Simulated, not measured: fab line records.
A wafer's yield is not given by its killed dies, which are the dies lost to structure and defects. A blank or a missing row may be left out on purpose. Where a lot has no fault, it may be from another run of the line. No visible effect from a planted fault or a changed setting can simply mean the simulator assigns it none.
fab line records	flow n5-finfet
[record] lots = 10	wafers = 30	last-day = 18
route steps=1938 shown BEOL_M14@1750 BEOL_M15@1779
lots with no fault: from the same line, run without faults
start-h: hours from the record's first day to the start of the lot's first wafer shown	wait-h: how many hours have passed since the lot's step before this one	" unchanged from the row above	L1.1+2: a single row standing in for several wafers	- either no value or no given start	* or withheld: withheld	< > ~ a bound
route shown NAME@n: a module of which the file shows steps, and the number in the route of the first	usual: mean and standard deviation over wafers with no fault	same: alike in all rows	chamber/n: place in a boat	sites: the reading at each site	_std_site: the values' standard deviation	_edge_site: mean of outer sites minus mean of inner sites	radius-mm: how far each site lies from the wafer's centre	mask NAME#n: copy n	behind: tool/chamber where the wafer was last shaped	hold: the reason the lot was held/the length of the hold in hours/how it ended	device: the n, p or np transistor that did not switch	end of line: the route-end tests of the same wafers	where a step has no rows: the recipe by itself	killed: the dies lost at the first sort to structure and to defects; this is not the yield of the wafer	map: the dies of a wafer, with x for killed, . for not killed, _ for no die there
set.NAME: the setting as run; set.NAME@STEP: as run at that earlier step	model.NAME: the simulator's own value behind a step, which no gauge read
one table for each step of the route and one row for each wafer, over a sample of lots
services: from which hour (start-h, from the record's first day; less than 0 if before it) a tool's chamber was out of use, for how many hours, and why
[[steps]]
[step N5_BEOL_M14_ETCH_67]
[recipe] chemistry = CF4	target = SiARC	target-depth-a = 1430	time-s = 238.3	ion-energy-ev = 80	pressure-mtorr = 40	source-w = 545	bias-w = 36	Ar_flow_sccm = 100	cf4-flow-sccm = 100	ends = cleared
[usual] bias-w = 35.98/0.1	drypump-motor-current-A = 6.0/0.39	etch-rf-on-time-s = 237/3	oes-product-au = 0.70/0.072	rf-vpp-V = 183.9/1.2	showerhead-plenum-p-Torr = 2.14/0.063	throttle-valve-pct = 15.43/0.23
lot.wafer	tool	chamber	start-h	wait-h	bias-w	drypump-motor-current-A	etch-rf-on-time-s	oes-product-au	rf-hours-counter-h	rf-vpp-V	showerhead-plenum-p-Torr	throttle-valve-pct
L368.2	rie-diel-03	0	240.49	0.0	36.12	6.3	238	0.77	18	183.6	2.10	15.09
L368.3	"	2	"	"	35.96	6.4	235	0.59	222	183.1	2.03	15.61
L368.6	"	1	"	"	35.94	5.8	234	0.60	-	184.1	2.20	15.64
L372.1	rie-diel-03	2	254.90	0.0	36.05	6.4	237	0.60	227	182.4	2.02	15.60
L372.2	"	0	"	"	35.97	6.3	240	0.77	23	183.5	2.10	15.10
L372.5	"	1	"	"	36.13	5.8	238	0.59	-	182.6	2.20	15.65
L374.1	rie-diel-03	1	266.87	0.0	36.05	5.8	236	0.60	239	183.7	2.19	15.65
L374.3	"	3	"	"	35.83	6.3	233	0.80	12	182.1	2.11	15.50
L374.5	"	1	"	"	35.98	5.8	236	0.59	-	182.5	2.19	15.64
L376.3	rie-diel-03	1	274.04	0.0	36.05	5.8	236	0.59	241	184.6	2.19	15.66
L376.4	"	0	"	"	36.15	6.3	239	0.76	29	182.9	2.10	15.12
L376.5	"	2	"	"	35.82	6.4	237	0.60	-	183.0	2.02	15.62
L380.1	rie-diel-03	2	305.73	0.0	36.00	6.4	239	0.59	245	182.8	2.02	15.65
L380.3	"	0	"	"	36.10	6.3	240	0.74	41	184.0	2.09	15.15
L380.5	"	3	"	"	35.80	6.3	232	0.78	-	184.5	2.10	15.52
L381.2	rie-diel-03	3	309.90	0.0	35.92	6.3	234	0.77	27	182.2	2.10	15.51
L381.4	"	0	"	"	35.95	6.3	239	0.74	-	183.2	2.09	15.14
L381.5	"	0	"	"	35.87	6.3	240	0.73	-	183.7	2.09	15.17
L383.1	rie-diel-02	2	332.23	0.0	36.13	5.6	239	0.73	68	183.9	2.17	15.85
L383.5	"	2	"	"	36.06	5.6	238	0.73	-	183.6	2.17	15.83
L383.6	"	3	"	"	36.03	5.9	240	0.64	-	184.9	2.14	15.71
L388.1	rie-diel-02	2	364.97	0.0	35.99	5.6	237	0.72	80	184.0	2.17	15.84
L388.4	"	0	"	"	35.76	5.5	234	0.64	171	183.7	2.13	15.35
L388.5	"	0	"	"	35.76	5.5	236	0.63	-	185.0	2.13	15.33
L389.2	rie-diel-03	0	377.32	0.0	36.08	6.3	239	0.71	71	182.8	2.08	15.20
L389.4	"	3	"	"	36.13	6.3	234	0.73	54	182.0	2.09	15.58
L389.6	"	0	"	"	35.99	6.3	239	0.71	-	183.5	2.08	15.20
L390.1	rie-diel-03	3	396.26	0.0	35.93	6.3	237	0.73	62	184.2	2.09	15.59
L390.5	"	0	"	"	35.95	6.3	242	0.70	-	183.0	2.08	15.21
L390.6	"	3	"	"	35.86	6.3	236	0.73	-	183.0	2.09	15.60
[step N5_BEOL_M15_EXPOSE_07]
[recipe] mask-id = V14	na = 0.8	source-shape = annular	sigma-inner = 0.5	sigma-outer = 0.8	polarization = unpolarized	attpsm-phase-deg = 180	dose-mj = 41.25
[usual] exposure-dose-mJ-cm2 = 41.22/0.041	stage-vel-mm-s = 500.05/0.24
[same] sigma-outer = 0.8
lot.wafer	tool	chamber	start-h	wait-h	mask	exposure-dose-mJ-cm2	stage-vel-mm-s
L368.2	krf-scanner-02	0	245.48	-	V14#0	41.16	499.76
L368.3	"	0	"	"	V14#0	41.12	499.99
L368.6	"	0	"	"	V14#0	41.25	499.99
L372.1	krf-scanner-01	0	260.31	-	V14#0	41.24	499.97
L372.2	"	0	"	"	V14#0	41.23	500.26
L372.5	"	0	"	"	V14#0	41.22	500.07
L374.1	krf-scanner-02	0	271.05	-	V14#0	41.26	499.82
L374.3	"	0	"	"	V14#0	41.29	499.96
L374.5	"	0	"	"	V14#0	41.23	499.51
L376.3	krf-scanner-02	0	277.63	-	V14#0	41.29	500.18
L376.4	"	0	"	"	V14#0	41.31	500.41
L376.5	"	0	"	"	V14#0	41.24	499.79
L380.1	krf-scanner-02	0	308.66	-	V14#0	41.21	500.15
L380.3	"	0	"	"	V14#0	41.21	500.17
L380.5	"	0	"	"	V14#0	41.20	499.73
L381.2	krf-scanner-01	0	315.74	-	V14#0	41.20	500.37
L381.4	"	0	"	"	V14#0	41.13	500.47
L381.5	"	0	"	"	V14#0	41.15	499.94
L383.1	krf-scanner-01	0	336.07	-	V14#0	41.19	500.24
L383.5	"	0	"	"	V14#0	41.22	500.27
L383.6	"	0	"	"	V14#0	41.19	500.07
L388.1	krf-scanner-02	0	369.56	-	V14#0	46.42	500.15
L388.4	"	0	"	"	V14#0	46.41	499.59
L388.5	"	0	"	"	V14#0	46.40	499.90
L389.2	krf-scanner-01	0	387.11	-	V14#0	41.19	500.25
L389.4	"	0	"	"	V14#0	41.12	500.32
L389.6	"	0	"	"	V14#0	41.25	500.26
L390.1	krf-scanner-02	0	403.43	-	V14#0	43.89	499.71
L390.5	"	0	"	"	V14#0	43.86	499.68
L390.6	"	0	"	"	V14#0	43.88	500.26
[step N5_BEOL_M15_CD_MEAS_10]
[recipe] target-cd-nm = 360	landing-energy-ev = 500	detector = se-inlens	polarity = opening
[usual] cd-nm = 359.8/1.2
lot.wafer	tool	chamber	start-h	wait-h	cd-nm
L368.2	cd-sem-01	0	245.64	-	358.5
L368.3	"	0	"	"	358.8
L368.6	"	0	"	"	358.7
L372.1	cd-sem-02	0	260.48	-	359.5
L372.2	"	0	"	"	358.0
L372.5	"	0	"	"	359.2
L374.1	cd-sem-02	0	271.22	-	361.1
L374.3	"	0	"	"	359.3
L374.5	"	0	"	"	360.2
L376.3	cd-sem-03	0	277.80	-	361.4
L376.4	"	0	"	"	360.1
L376.5	"	0	"	"	359.9
L380.1	cd-sem-02	0	308.83	-	359.9
L380.3	"	0	"	"	360.8
L380.5	"	0	"	"	360.4
L381.2	cd-sem-02	0	315.90	-	360.5
L381.4	"	0	"	"	360.7
L381.5	"	0	"	"	360.7
L383.1	cd-sem-02	0	336.24	-	359.2
L383.5	"	0	"	"	359.4
L383.6	"	0	"	"	357.9
L388.1	cd-sem-02	0	369.73	-	379.0
L388.4	"	0	"	"	379.8
L388.5	"	0	"	"	379.5
L389.2	cd-sem-01	0	387.28	-	359.9
L389.4	"	0	"	"	359.7
L389.6	"	0	"	"	358.5
L390.1	cd-sem-02	0	403.60	-	370.9
L390.5	"	0	"	"	370.8
L390.6	"	0	"	"	369.6
[step N5_BEOL_M15_OVL_MEAS_11]
[recipe] points-per-wafer = 44
[usual] V14_OVL = -3/5.8
lot.wafer	tool	chamber	start-h	wait-h	V14_OVL[nm]
L368.2	overlay-02	0	245.67	0.0	3
L368.3	"	0	"	"	6
L368.6	"	0	"	"	0
L372.1	overlay-01	0	260.51	0.0	0
L372.2	"	0	"	"	-7
L372.5	"	0	"	"	2
L374.1	overlay-01	0	271.25	0.0	11
L374.3	"	0	"	"	1
L374.5	"	0	"	"	-1
L376.3	overlay-01	0	277.82	0.0	2
L376.4	"	0	"	"	-1
L376.5	"	0	"	"	-3
L380.1	overlay-02	0	308.87	0.0	-6
L380.3	"	0	"	"	0
L380.5	"	0	"	"	0
L381.2	overlay-01	0	315.93	0.0	-7
L381.4	"	0	"	"	-1
L381.5	"	0	"	"	-8
L383.1	overlay-02	0	336.27	0.0	-9
L383.5	"	0	"	"	-12
L383.6	"	0	"	"	-4
L388.1	overlay-02	0	369.76	0.0	-7
L388.4	"	0	"	"	-1
L388.5	"	0	"	"	-5
L389.2	overlay-01	0	387.31	0.0	-3
L389.4	"	0	"	"	-3
L389.6	"	0	"	"	-7
L390.1	overlay-01	0	403.63	0.0	3
L390.5	"	0	"	"	1
L390.6	"	0	"	"	6
[step N5_BEOL_M15_INSPECT_12]
[recipe] mode = adi	inspect-instrument = macro
[usual] raw-defect-count = 1.9/1.4
lot.wafer	tool	chamber	start-h	wait-h	raw-defect-count
L368.2	defect-inspect-01	-	245.70	0.0	4
L368.3	"	-	"	"	2
L368.6	"	-	"	"	0
L372.1	defect-inspect-02	-	260.53	0.0	3
L372.2	"	-	"	"	0
L372.5	"	-	"	"	4
L374.1	defect-inspect-02	-	271.27	0.0	0
L374.3	"	-	"	"	1
L374.5	"	-	"	"	0
L376.3	defect-inspect-02	-	277.85	0.0	1
L376.4	"	-	"	"	2
L376.5	"	-	"	"	2
L380.1	defect-inspect-01	-	308.89	0.0	1
L380.3	"	-	"	"	1
L380.5	"	-	"	"	1
L381.2	defect-inspect-01	-	315.96	0.0	0
L381.4	"	-	"	"	2
L381.5	"	-	"	"	3
L383.1	defect-inspect-01	-	336.29	0.0	1
L383.5	"	-	"	"	5
L383.6	"	-	"	"	1
L388.1	defect-inspect-02	-	369.79	0.0	2
L388.4	"	-	"	"	1
L388.5	"	-	"	"	1
L389.2	defect-inspect-01	-	387.33	0.0	0
L389.4	"	-	"	"	2
L389.6	"	-	"	"	2
L390.1	defect-inspect-02	-	403.66	0.0	3
L390.5	"	-	"	"	1
L390.6	"	-	"	"	2
[step N5_BEOL_M15_CD_MEAS_17]
[recipe] target-cd-nm = 360	polarity = opening
[usual] cd-nm = 360.9/1.5
lot.wafer	tool	chamber	start-h	wait-h	cd-nm
L368.2	cd-sem-03	-	246.23	0.0	359.1
L368.3	"	-	"	"	359.4
L368.6	"	-	"	"	358.8
L372.1	cd-sem-02	-	261.06	0.0	358.9
L372.2	"	-	"	"	359.1
L372.5	"	-	"	"	360.4
L374.1	cd-sem-02	-	271.81	0.0	359.8
L374.3	"	-	"	"	357.8
L374.5	"	-	"	"	359.4
L376.3	cd-sem-03	-	278.38	0.0	361.6
L376.4	"	-	"	"	359.2
L376.5	"	-	"	"	359.3
L380.1	cd-sem-02	-	309.42	0.0	362.1
L380.3	"	-	"	"	363.0
L380.5	"	-	"	"	361.9
L381.2	cd-sem-02	-	316.49	0.0	361.5
L381.4	"	-	"	"	361.3
L381.5	"	-	"	"	363.2
L383.1	cd-sem-01	-	336.83	0.0	361.3
L383.5	"	-	"	"	361.1
L383.6	"	-	"	"	359.1
L388.1	cd-sem-01	-	370.37	0.0	380.1
L388.4	"	-	"	"	379.3
L388.5	"	-	"	"	380.9
L389.2	cd-sem-02	-	387.87	0.0	362.1
L389.4	"	-	"	"	360.6
L389.6	"	-	"	"	360.4
L390.1	cd-sem-03	-	404.19	0.0	372.1
L390.5	"	-	"	"	372.1
L390.6	"	-	"	"	370.6
[[services]]
tool	chamber	start-h	hours	kind
krf-scanner-02	-	231.30	1.0	pm
krf-scanner-01	-	240.86	0.3	repair
krf-scanner-02	-	271.37	0.8	pm
rie-diel-03	1	296.75	-	clean
rie-diel-03	1	296.75	-	consumable-replace:focus-ring
rie-diel-03	1	296.75	21.4	scheduled-down
rie-diel-03	1	296.75	21.4	vent-cycle
rie-diel-03	-	297.60	0.3	repair
krf-scanner-01	-	304.80	1.3	pm
rie-diel-03	2	307.14	2.8	repair
krf-scanner-01	-	311.29	2.5	repair
krf-scanner-01	-	317.75	4.0	pm
rie-diel-03	2	325.56	-	clean
rie-diel-03	2	325.56	-	consumable-replace:focus-ring
rie-diel-03	2	325.56	-	consumable-replace:showerhead
krf-scanner-01	-	331.34	1.0	pm
rie-diel-02	1	347.22	1.7	repair
krf-scanner-02	-	351.77	1.3	pm
krf-scanner-01	-	359.31	0.8	pm
krf-scanner-01	-	365.81	9.1	repair
rie-diel-03	0	391.28	3.4	repair
rie-diel-02	1	395.77	3.4	repair
krf-scanner-02	-	400.30	1.0	pm
krf-scanner-01	-	400.79	5.9	repair
[[key]]
[first-sign] step = N5_BEOL_M15_EXPOSE_07	reading = exposure-dose-mJ-cm2	direction = up	sigmas = 95	usual = 41.22	struck = 45.14
[effect] step = N5_BEOL_M15_CD_MEAS_10	reading = cd-nm	direction = up	sigmas = 13	usual = 359.8	struck = 374.9	through = control-loop
[effect] step = N5_BEOL_M15_CD_MEAS_17	reading = cd-nm	direction = up	sigmas = 10	usual = 360.9	struck = 375.9	through = control-loop
met-at N5_BEOL_M15_EXPOSE_07
struck-lots L388,L390
[loop-trim] step = N5_BEOL_M15_EXPOSE_07	setting = dose	lots = L390
not-acting-at N5_BEOL_M14_ETCH_67,N5_BEOL_M15_OVL_MEAS_11,N5_BEOL_M15_INSPECT_12
onset-between 308.66 369.56
[fault] kind = process-parameter-drift	tool = krf-scanner-02	chamber = -	onset-h = 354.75	steps = N5_BEOL_M15_EXPOSE_07	channel = dose-mj	offset = 5.2081	shape = step	acts-in = these-recipes-only	stated = 41.25
// loop-trim: a control loop set the setting to another value than it would have without faults
